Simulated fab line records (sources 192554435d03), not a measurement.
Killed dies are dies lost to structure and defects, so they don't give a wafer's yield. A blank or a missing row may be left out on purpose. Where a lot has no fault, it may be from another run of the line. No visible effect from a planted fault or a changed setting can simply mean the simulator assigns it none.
Chamber matching | flow n5Finfet | 4 sister chambers for N5_BEOL_M1_ETCH_64 on rieDiel-03
The step etches SOC in N2/H2, target depth 75 nm, overetch 15 nm, time 112.5 s. 4 wafers are shown with their chamber, then 10 later ones without.

## EACH WAFER AND ITS CHAMBER
wafer  | chamber | showerheadPlenumPTorr (Torr)
L080.4 | 3       | 2.39
L085.2 | 0       | 2.53
L086.3 | 2       | 2.63
L086.4 | 1       | 2.44

## WAFERS WITH NO CHAMBER GIVEN
wafer  | showerheadPlenumPTorr (Torr)
L086.6 | 2.63
L088.3 | 2.53
L088.4 | 2.44
L088.6 | 2.71
L093.1 | 2.62
L093.3 | 2.52
L093.4 | 2.71
L096.1 | 2.52
L096.4 | 2.70
L096.5 | 2.70

## CHAMBER TAKEN BY EACH
wafer  | from the rows above          | in truth
L086.6 | 2                            | 2
L088.3 | can't be placed: 0 or 1      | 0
L088.4 | can't be placed: 1 or 3 or 0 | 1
L088.6 | 2                            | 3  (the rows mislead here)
L093.1 | can't be placed: 2 or 0      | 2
L093.3 | can't be placed: 0 or 1      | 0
L093.4 | 2                            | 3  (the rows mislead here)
L096.1 | can't be placed: 0 or 1      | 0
L096.4 | 2                            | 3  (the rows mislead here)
L096.5 | 2                            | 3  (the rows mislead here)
1 of 10 placed correctly. Unplaceable from these rows: 5, with the true chamber sitting among the candidates in 5. 4 placed wrongly.
How it was worked out, from the rows above alone: a wafer's distance from a chamber is the root of the sum, over the readings, of the square of ((its reading less the chamber's mean) divided by the reading's scatter). If the next closest chamber is less than 2 further off than the closest, the wafer can't be placed; otherwise it belongs to the closest. A chamber's mean is the mean of its shown wafers. The scatter (one wafer shown for each chamber): square how far every hidden wafer sits from the nearest shown wafer, average those squares and take the square root.
